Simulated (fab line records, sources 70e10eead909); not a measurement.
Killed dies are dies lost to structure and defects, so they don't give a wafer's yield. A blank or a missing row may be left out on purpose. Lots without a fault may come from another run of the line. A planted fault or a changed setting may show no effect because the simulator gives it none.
Chamber matching | flow nand_harc | NHARC_P_ZERO_WELL_ETCH_63 on rie_si-04: 4 sister chambers
The step etches the open film in HBr/Cl2, target depth 120 nm, time 40.1 s. 4 wafers are shown with their chamber, then 7 later ones without.

WAFERS WITH THEIR CHAMBER
wafer  | chamber | oes_product_au (a.u.)
L403.3 | 2       | 1.014
L405.3 | 3       | 1.010
L420.1 | 0       | 0.988
L420.4 | 1       | 0.990

WAFERS WITHOUT THEIR CHAMBER
wafer  | oes_product_au (a.u.)
L420.6 | 0.997
L422.1 | 1.004
L422.2 | 1.001
L422.4 | 0.998
L423.2 | 0.995
L423.3 | 0.999
L423.4 | 1.009

WHICH CHAMBER EACH WENT THROUGH
wafer  | from the rows above               | in truth
L420.6 | can't be placed: 1 or 0 or 3 or 2 | 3
L422.1 | can't be placed: 3 or 2 or 1 or 0 | 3
L422.2 | can't be placed: 3 or 1 or 0 or 2 | 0
L422.4 | can't be placed: 1 or 0 or 3 or 2 | 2
L423.2 | can't be placed: 1 or 0 or 3      | 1
L423.3 | can't be placed: 1 or 0 or 3 or 2 | 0
L423.4 | can't be placed: 3 or 2           | 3
Placed correctly: 0 of 7. Can't be placed from these rows: 7 (the true chamber is among the candidates in 7). Placed wrongly: 0.
How it was worked out, from the rows above alone: a wafer's distance from a chamber is the root of the sum, over the readings, of the square of ((its reading less the chamber's mean) divided by the reading's scatter). The wafer belongs to the nearest chamber; if the next one is less than 2 further off, it can't be placed. A chamber's mean is the mean of its shown wafers. The scatter: with one shown wafer a chamber, the root of the mean of the squares of how far each hidden wafer lies from its nearest shown one.
